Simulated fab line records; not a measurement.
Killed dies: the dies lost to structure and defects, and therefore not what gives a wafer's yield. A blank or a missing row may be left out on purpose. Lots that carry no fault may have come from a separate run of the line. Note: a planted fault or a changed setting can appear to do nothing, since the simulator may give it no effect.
Check for tools in common	flow n5-finfet	24 wafers sampled across 8 lots

WHY THIS WAS OPENED
Flagged at N5_SD_EPI_N_INSPECT_26: reading raw-defect-count, on 2 of 8 lots. No-fault wafers: 205, standard deviation 48.
Rule: a lot is flagged in two cases, either no wafer of it has a number, or all its wafers with numbers fall more than 4 standard deviations from that mean. The other lots count as sound.

lot	measured	on	raw-defect-count, wafer by wafer	flag
L906	day 3 15:33	defect-inspect-01	267 173 203	
L907	day 3 19:05	defect-inspect-01	129 138 122	
L911	day 4 20:57	defect-inspect-01	161 175 142	
L913	day 5 08:31	defect-inspect-02	163 198 205	
L914	day 5 11:33	defect-inspect-01	128 198 177	
L918	day 6 11:00	defect-inspect-02	183 169 246	
L920	day 7 02:58	defect-inspect-01	546 542 588	FLAGGED
L922	day 7 14:36	defect-inspect-01	490 525 540	FLAGGED
Average over the flagged lots: 538; offset from the usual +334, equal to +7 standard deviations.

WHICH TOOL RAN EACH LOT
2 process steps preceding the reading are held in the record, out of 1938 steps in the route. In each cell: the tool, then ch and the chambers that the sampled wafers went through, then the start.
lot	flag	N5_SD_EPI_N_DESCUM_14	N5_SD_EPI_N_PRECLEAN_48
L906		rie-diel-05 ch 0,1,3, day 3 10:50	epi-rpcvd-02 ch 0, day 3 11:59
L907		rie-diel-05 ch 0,1,3, day 3 14:20	epi-rpcvd-04 ch 0, day 3 15:34
L911		rie-diel-01 ch 0,1,3, day 4 16:15	epi-rpcvd-02 ch 0, day 4 17:28
L913		rie-diel-01 ch 0,1,2, day 5 02:50	epi-rpcvd-01 ch 0, day 5 04:05
L914		rie-diel-05 ch 0,1, day 5 07:22	epi-rpcvd-04 ch 0, day 5 08:37
L918		rie-diel-06 ch 1,2,3, day 6 07:04	epi-rpcvd-01 ch 0, day 6 08:15
L920	FLAGGED	rie-diel-05 ch 0,3, day 6 22:48	epi-rpcvd-01 ch 0, day 7 00:00
L922	FLAGGED	rie-diel-01 ch 1,2, day 7 09:55	epi-rpcvd-01 ch 0, day 7 11:17
What these steps do:
- N5_SD_EPI_N_DESCUM_14: chemistry O2, time 7.9 s.
- N5_SD_EPI_N_PRECLEAN_48: cleans in NF3:NH3, afs cycles 2, time 20 s, sublimation time 60 s.
- N5_SD_EPI_N_INSPECT_26: inspects for defects (darkfield).

FLAGGED AGAINST TOTAL, ONE TOOL AT A TIME (gauges that did the reading follow at the end)
step	tool	lots run	flagged	share of the flagged lots	sound lots run after its first flagged lot
N5_SD_EPI_N_DESCUM_14	rie-diel-01	3	1	some	0
N5_SD_EPI_N_DESCUM_14	rie-diel-05	4	1	some	0
N5_SD_EPI_N_DESCUM_14	rie-diel-06	1	0	none	-
N5_SD_EPI_N_PRECLEAN_48	epi-rpcvd-01	4	2	all	0
N5_SD_EPI_N_PRECLEAN_48	epi-rpcvd-02	2	0	none	-
N5_SD_EPI_N_PRECLEAN_48	epi-rpcvd-04	2	0	none	-
N5_SD_EPI_N_INSPECT_26	defect-inspect-01	6	2	all	0
N5_SD_EPI_N_INSPECT_26	defect-inspect-02	2	0	none	-

WHAT THE TABLE PERMITS
Rows of the table that ran all the flagged lots, 2 in number: epi-rpcvd-01 at N5_SD_EPI_N_PRECLEAN_48; defect-inspect-01 at N5_SD_EPI_N_INSPECT_26.
- epi-rpcvd-01 at N5_SD_EPI_N_PRECLEAN_48: 2 of its 4 lots flagged. A fault beginning between L918 (day 6 08:15), its last sound lot, and L920 (day 7 00:00), its first flagged one, fits the data.
- defect-inspect-01 at N5_SD_EPI_N_INSPECT_26: 2 of its 6 lots flagged. A fault beginning between L914 (day 5 11:33), its last sound lot, and L920 (day 7 02:58), its first flagged one, fits the data.
Counting lots can't tell these 2 tools apart, because each fits a fault that began at some hour. More lots, or a look at what each step does to the wafer, might.

WHAT HAD BEEN PUT IN BY THE SIMULATOR
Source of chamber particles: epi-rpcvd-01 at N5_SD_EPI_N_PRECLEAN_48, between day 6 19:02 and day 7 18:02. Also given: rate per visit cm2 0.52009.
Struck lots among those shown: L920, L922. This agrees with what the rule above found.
